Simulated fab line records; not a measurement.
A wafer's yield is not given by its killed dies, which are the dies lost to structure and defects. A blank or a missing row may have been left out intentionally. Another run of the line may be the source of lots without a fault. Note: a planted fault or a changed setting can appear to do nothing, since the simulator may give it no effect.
Which tool was responsible? + flow nand-harc + 11 lots (33 wafers sampled), 1 step of a 1302-step route

== WHAT THE GAUGES READ, wafer by wafer ==
NHARC_A_CONTACT_CD_MEAS_69 targets a cd of 300 nm.
| lot  | measured     | on        | cd-nm (nm)        |
|------|--------------|-----------|-------------------|
| L871 | day 22 06:12 | cd-sem-02 | 300.0 299.5 300.0 |
| L872 | day 22 12:52 | cd-sem-02 | 300.1 301.0 301.0 |
| L874 | day 23 04:59 | cd-sem-01 | 300.0 300.4 300.8 |
| L876 | day 24 21:22 | cd-sem-01 | 298.6 299.3 300.0 |
| L880 | day 26 00:31 | cd-sem-01 | 300.4 301.0 301.1 |
| L879 | day 26 02:58 | cd-sem-03 | 299.8 299.5 300.3 |
| L881 | day 26 22:45 | cd-sem-01 | 300.1 300.0 299.7 |
| L882 | day 27 02:14 | cd-sem-01 | 299.2 300.0 298.9 |
| L890 | day 29 22:28 | cd-sem-01 | 299.9 300.6 299.4 |
| L889 | day 29 23:02 | cd-sem-01 | 299.3 299.3 299.2 |
| L892 | day 31 18:41 | cd-sem-01 | 299.4 300.6 299.2 |

== TOOL THAT RAN EACH LOT (tool first, then ch and the chambers of the sampled wafers, then the start) ==
No process step before these readings appears in the record.

== THE ANSWER, worked out from the rows above alone ==
Rule: the lots themselves supply what counts as usual. The widest of any qualifying gaps counts: lots, ordered by their means at a reading, are off when they make up no more than a third of the lots, leave a main group of 4 or more, and stand apart from it by 3 or more times the standard deviation of that group's means. A main group whose means are all the same, to the digits that the tables above print for the reading, isn't used. A lot without any number at a reading at which 4 lots or more have one is off too. All remaining lots with rows at the step are treated as sound.
Across all readings shown, no lot is off: no conclusion can be drawn from this.

== WHAT THE SIMULATOR HAD INSERTED ==
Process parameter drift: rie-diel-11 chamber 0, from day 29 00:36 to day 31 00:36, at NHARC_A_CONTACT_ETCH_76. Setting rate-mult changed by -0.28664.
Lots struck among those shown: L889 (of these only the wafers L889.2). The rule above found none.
